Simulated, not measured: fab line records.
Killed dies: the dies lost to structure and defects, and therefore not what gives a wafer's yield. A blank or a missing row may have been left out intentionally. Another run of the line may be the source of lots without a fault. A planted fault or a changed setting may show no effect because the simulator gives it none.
fab line records	flow nandHarc
[record] lots = 6	wafers = 18	lastDay = 33
route steps=1302 shown A_CHANNEL_HOLE_D1@480 A_CHANNEL_FILL_D1@490
lots with no fault: from the same line, run without faults
startH: start of the lot's first displayed wafer, in hours after the record's first day	waitH: hours since the lot's step before	" the same as in the row above	L1.1+2: one row covering several wafers at once	- no value, or no start given	* or withheld: withheld	< > ~ a bound
route shown NAME@n: NAME is a module with steps in the file, n the number in the route of the first one	usual: the fault-free wafers' mean and standard deviation	same: alike in all rows	chamber/n: place in a boat	sites: the reading at each site	_std_site: the values' standard deviation	_edge_site: outer sites' mean less inner sites'	radiusMm: how far each site lies from the wafer's centre	mask NAME#n: copy n	behind: tool/chamber where the wafer was last shaped	hold: reason for holding the lot/hours on hold/outcome of the hold	device: names the non-switching transistor (n, p or np)	end of line: the route-end tests of the same wafers	a step without rows: its recipe alone	killed: dies lost to structure and defects at the first sort, not the wafer's yield	map: per-die view of a wafer (x killed, . not killed, _ where there is no die)
set.NAME: the setting the step ran with; set.NAME@STEP: the setting that earlier step ran with	model.NAME: the simulator's own value behind a step, which no gauge read
lots seen at some steps along the route; tables by step, rows by wafer
services: a tool's chamber out of use, with start hour (startH, from the record's first day; less than 0 if before it), hours out, and reason
[[steps]]
[step NHARC_A_CHANNEL_HOLE_D1_STRIP_41]
[recipe] n2FlowSccm = 150	h2FlowSccm = 150	arFlowSccm = 0	biasW = 0	chemistry = N2/H2
[step NHARC_A_CHANNEL_HOLE_D1_STRIP_42]
[recipe] cf4FlowSccm = 100	chf3FlowSccm = 30	arFlowSccm = 0	biasW = 0	chemistry = CF4/CHF3
[step NHARC_A_CHANNEL_HOLE_D1_STRIP_43]
[recipe] o2FlowSccm = 400	cosFlowSccm = 20	arFlowSccm = 0	biasW = 0	chemistry = O2/COS
[step NHARC_A_CHANNEL_HOLE_D1_ETCH_44]
[recipe] targetDepthA = 1400	overetchA = 140	timeS = 77	ionEnergyEv = 100	cf4FlowSccm = 80	o2FlowSccm = 20	arFlowSccm = 0	rfW = 300	biasW = 100	chemistry = CF4/O2
[usual] drypumpMotorCurrentA = 5.7/0.41	oes_f_703_au = 1.000/0.0052	oesProductAu = 0.995/0.011	rfVppV = 197.1/1.6	showerheadPlenumPTorr = 1.30/0.061	throttleValvePct = 13.398/0.0083
lot.wafer	tool	chamber	startH	waitH	drypumpMotorCurrentA	oes_f_703_au	oesProductAu	rfHoursCounterH	rfVppV	showerheadPlenumPTorr	throttleValvePct
L593.4	rieDiel-07	2	191.72	0.1	6.3	1.003	0.990	6	196.9	1.29	13.397
L593.3	"	3	"	"	5.4	0.991	0.980	6	197.9	1.34	13.399
L593.6	"	3	"	"	5.4	0.993	0.985	-	197.9	1.34	13.402
L600.4	rieDiel-07	3	264.43	0.0	5.4	1.010	0.985	13	198.2	1.34	13.393
L600.1	"	0	"	"	5.7	1.000	0.997	13	196.1	1.25	13.398
L600.2	"	2	"	"	6.3	1.006	1.002	13	196.2	1.28	13.395
L604.3	rieDiel-06	1	306.01	0.1	5.5	1.001	1.012	66	196.3	1.23	13.405
L604.4	"	3	"	"	4.8	0.997	0.977	53	196.0	1.26	13.385
L604.5	"	1	"	"	5.4	1.005	1.012	-	194.9	1.23	13.388
L607.1	rieDiel-13	2	333.00	0.2	5.4	0.995	0.994	56	200.0	1.39	13.393
L607.6	"	3	"	"	5.9	1.005	1.014	-	195.5	1.23	13.391
L607.5	"	0	"	"	6.0	1.003	0.991	-	199.4	1.39	13.399
L615.4	rieDiel-07	0	411.67	0.1	5.7	1.008	0.989	9	195.2	1.25	13.392
L615.5	"	1	"	"	5.6	1.007	0.995	-	195.6	1.24	13.405
L615.6	"	2	"	"	6.3	1.005	0.983	-	198.2	1.28	13.400
L614.2	rieDiel-07	0	415.21	0.1	5.6	1.000	1.002	10	195.4	1.25	13.413
L614.4	"	1	"	"	5.6	0.999	0.995	10	197.8	1.24	13.398
L614.1	"	3	"	"	5.4	0.998	0.987	10	197.2	1.34	13.388
[step NHARC_A_CHANNEL_HOLE_D1_STRIP_27]
[recipe] o2FlowSccm = 500	arFlowSccm = 0	biasW = 0	chemistry = O2
[usual] drypumpMotorCurrentA = 5.7/0.41	oesProductAu = 0.993/0.011	rfVppV = 57.6/0.9	showerheadPlenumPTorr = 3.45/0.16	throttleValvePct = 17.036/0.0096
lot.wafer	tool	chamber	startH	waitH	drypumpMotorCurrentA	oesProductAu	rfHoursCounterH	rfVppV	showerheadPlenumPTorr	throttleValvePct
L593.4	rieDiel-07	0	-	-	5.7	0.992	6	57.3	3.32	17.029
L593.3	"	2	"	"	6.3	1.000	6	57.3	3.41	17.027
L593.6	"	0	"	"	5.7	1.006	-	58.1	3.32	17.054
L600.1	rieDiel-07	3	-	-	5.4	0.982	13	58.3	3.54	17.038
L600.4	"	0	"	"	5.7	0.978	13	57.2	3.32	17.034
L600.2	"	1	"	"	5.6	0.996	10	56.5	3.28	17.036
L604.3	rieDiel-06	0	-	-	6.0	1.015	62	57.6	3.43	17.032
L604.4	"	1	"	"	5.5	1.018	66	57.3	3.27	17.022
L604.5	"	3	"	"	4.8	0.964	-	56.6	3.34	17.036
L607.1	rieDiel-13	3	-	-	5.9	0.997	55	56.4	3.27	17.038
L607.5	"	3	"	"	5.9	1.007	-	58.7	3.27	17.030
L607.6	"	0	"	"	6.0	1.000	-	58.2	3.66	17.025
L615.4	rieDiel-07	0	-	-	5.7	0.992	9	57.8	3.31	17.036
L615.6	"	0	"	"	5.7	0.988	-	57.4	3.31	17.025
L615.5	"	1	"	"	5.6	1.000	-	57.6	3.28	17.053
L614.4	rieDiel-07	1	-	-	5.6	0.988	10	57.3	3.28	17.026
L614.2	"	2	"	"	6.3	0.978	9	56.6	3.40	17.055
L614.1	"	0	"	"	5.7	0.993	10	56.1	3.31	17.030
[step NHARC_A_CHANNEL_HOLE_D1_PRECLEAN_28]
[recipe] timeS = *	tempC = 50	bathAgeMin = 0	chemistry = SC1
[step NHARC_A_CHANNEL_HOLE_D1_SRD_29]
[step NHARC_A_CHANNEL_HOLE_D1_CD_MEAS_30]
[usual] cdNm = 90.9/1.8
lot.wafer	tool	chamber	startH	waitH	cdNm
L593.3	cdSem-02	-	192.53	-	92.8
L593.4	"	-	"	"	92.3
L593.6	"	-	"	"	92.7
L600.1	cdSem-03	-	265.24	-	91.4
L600.2	"	-	"	"	89.1
L600.4	"	-	"	"	95.0
L604.3	cdSem-03	-	306.80	-	89.2
L604.4	"	-	"	"	90.7
L604.5	"	-	"	"	90.0
L607.1	cdSem-01	-	333.77	-	90.8
L607.5	"	-	"	"	94.1
L607.6	"	-	"	"	88.7
L615.4	cdSem-02	-	412.45	-	92.2
L615.5	"	-	"	"	89.2
L615.6	"	-	"	"	94.5
L614.1	cdSem-03	-	416.00	-	89.3
L614.2	"	-	"	"	92.0
L614.4	"	-	"	"	92.0
[step NHARC_A_CHANNEL_HOLE_D1_XSEM_31]
[recipe] landingEnergyEv = 35000
[usual] botCdNm = 75.4/1.9	bowNm = 8.63/0.23	tiltDeg = 0.08/0.034
lot.wafer	tool	chamber	startH	waitH	botCdNm	bowNm	tiltDeg
L593.3	xsem-02	0	192.62	0.1	77.6	8.51	0.14
L593.4	"	0	"	"	77.3	8.53	0.14
L593.6	"	0	"	"	77.3	8.52	0.14
L600.1	xsem-02	0	265.33	0.1	76.0	8.87	0.02
L600.2	"	0	"	"	73.9	8.76	0.02
L600.4	"	0	"	"	80.0	8.93	0.02
L604.3	xsem-01	0	306.89	0.1	73.9	8.62	0.08
L604.4	"	0	"	"	75.7	8.60	0.08
L604.5	"	0	"	"	74.4	8.63	0.08
L607.1	xsem-01	0	333.86	0.1	75.5	8.43	0.06
L607.5	"	0	"	"	78.1	8.41	0.06
L607.6	"	0	"	"	72.8	8.48	0.06
L615.4	xsem-02	0	412.55	0.1	75.4	8.29	0.10
L615.5	"	0	"	"	73.8	8.31	0.10
L615.6	"	0	"	"	78.6	8.36	0.10
L614.1	xsem-01	0	416.10	0.1	73.8	8.33	0.06
L614.2	"	0	"	"	76.5	8.40	0.06
L614.4	"	0	"	"	76.7	8.33	0.06
[step NHARC_A_CHANNEL_HOLE_D1_INSPECT_40]
[usual] rawDefectCount = 65/28
lot.wafer	tool	chamber	startH	waitH	rawDefectCount
L593.3	defectInspect-01	-	192.71	-	59
L593.4	"	-	"	"	39
L593.6	"	-	"	"	38
L600.1	defectInspect-01	-	265.43	-	76
L600.2	"	-	"	"	93
L600.4	"	-	"	"	75
L604.3	defectInspect-02	-	306.98	-	63
L604.4	"	-	"	"	60
L604.5	"	-	"	"	58
L607.1	defectInspect-01	-	333.96	-	105
L607.5	"	-	"	"	94
L607.6	"	-	"	"	102
L615.4	defectInspect-02	-	412.64	-	56
L615.5	"	-	"	"	68
L615.6	"	-	"	"	41
L614.1	defectInspect-02	-	416.20	-	23
L614.2	"	-	"	"	31
L614.4	"	-	"	"	29
[step NHARC_A_CHANNEL_FILL_D1_PRECLEAN_00]
[recipe] timeS = *	tempC = 50	bathAgeMin = 0	chemistry = SC1
[step NHARC_A_CHANNEL_FILL_D1_SRD_01]
[step NHARC_A_CHANNEL_FILL_D1_ALD_02]
[recipe] targetThkA = 60	pulseTimeS = 10	aldCycles = 60	tempC = 300	material = SiO2
[usual] aldCycles = 60/0	heaterPowerW = 437/50	precursorPulseHeightRel = 0.997/0.022
lot.wafer	tool	chamber	startH	waitH	aldCycles	heaterPowerW	precursorPulseHeightRel
L593.4	aldHk-01	0	193.05	-	60	574	0.955
L593.3	"	1	"	"	60	407	0.965
L593.6	"	2	"	"	60	403	0.987
L600.4	aldHk-03	2	265.97	0.4	60	380	0.971
L600.2	"	3	"	"	60	466	0.981
L600.1	"	1	"	"	60	456	1.006
L604.4	aldHk-01	2	307.17	-	47	404	1.000
L604.3	"	3	"	"	60	406	1.015
L604.5	"	3	"	"	60	406	1.002
L607.1	aldHk-01	2	334.65	-	47	407	1.001
L607.5	"	2	"	"	60	405	1.047
L607.6	"	3	"	"	47	409	0.968
L615.4	aldHk-02	0	412.93	-	60	411	0.991
L615.6	"	3	"	"	60	439	1.011
L615.5	"	0	"	"	60	409	0.968
L614.4	aldHk-01	0	416.39	-	60	572	1.036
L614.1	"	1	"	"	60	403	0.993
L614.2	"	2	"	"	60	413	0.999
[step NHARC_A_CHANNEL_FILL_D1_ALD_03]
[recipe] targetThkA = 60	pulseTimeS = 60	aldCycles = 58	tempC = 630	pressureTorr = 2	material = SiNx
[usual] aldCycles = 58/0	precursorPulseHeightRel = 0.999/0.019
lot.wafer	tool	chamber	startH	waitH	aldCycles	precursorPulseHeightRel
L593.3	aldSinBatch-02	0	-	-	58	1.009
L593.4	"	0	"	"	58	0.994
L593.6	"	0	"	"	58	1.008
L600.1	aldSinBatch-03	0	-	-	58	0.979
L600.2	"	0	"	"	58	0.987
L600.4	"	0	"	"	58	0.981
L604.3	aldSinBatch-03	0	-	-	58	1.016
L604.4	"	0	"	"	58	0.990
L604.5	"	0	"	"	58	0.986
L607.1	aldSinBatch-02	0	-	-	58	0.995
L607.5	"	0	"	"	58	1.025
L607.6	"	0	"	"	58	0.982
L615.4	aldSinBatch-03	0	-	-	58	1.025
L615.5	"	0	"	"	58	0.991
L615.6	"	0	"	"	58	1.003
L614.1	aldSinBatch-01	0	-	-	58	1.021
L614.2	"	0	"	"	58	0.977
L614.4	"	0	"	"	58	0.978
[[services]]
tool	chamber	startH	hours	kind
rieDiel-13	-	168.10	2.3	repair
aldHk-02	-	173.21	10.0	pm
rieDiel-07	0	175.20	-	clean
rieDiel-07	1	175.20	-	clean
rieDiel-07	2	175.20	-	clean
aldHk-03	-	214.68	10.0	pm
rieDiel-13	1	215.77	10.2	repair
aldHk-02	-	216.81	0.7	repair
rieDiel-07	1	240.25	22.2	repair
rieDiel-06	3	257.68	4.5	repair
aldSinBatch-02	-	266.00	26.0	pm
rieDiel-06	-	267.75	0.9	repair
rieDiel-13	0	282.21	20.6	repair
rieDiel-07	-	294.20	9.0	pm
aldHk-01	-	296.17	10.0	pm
rieDiel-06	-	307.20	9.0	pm
rieDiel-13	0	320.88	6.4	repair
rieDiel-13	-	343.67	9.0	pm
aldHk-02	-	351.21	10.0	pm
aldHk-01	-	355.66	0.7	repair
rieDiel-07	0	371.17	6.7	repair
xsem-01	-	374.00	14.0	pm
aldHk-03	-	392.68	10.0	pm
rieDiel-13	1	398.19	8.2	repair
[[key]]
[firstSign] step = NHARC_A_CHANNEL_FILL_D1_ALD_02	reading = aldCycles	direction = down	sigmas = 99+	usual = 60	struck = 47
effect none on later readings
metAt NHARC_A_CHANNEL_FILL_D1_ALD_02
struckWafers L604.4,L607.1,L607.6
testerLeftOut L604,L607
onsetBetween 193.05 307.17
[fault] kind = processParameterDrift	tool = aldHk-01	chamber = -	onsetH = 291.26	steps = NHARC_A_CHANNEL_FILL_D1_ALD_02	channel = aldCycles	offset = -13	shape = step	endH = 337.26	scope = struckWafersOnly	actsIn = theseRecipesOnly	stated = 60
// testerLeftOut: of these lots the tester's yield and bins aren't shown, on N5 and GAA mostly nor the transistor test; their killed dies are dies lost to structure and defects alone, not to doping, threshold or leakage, so they don't give the yield
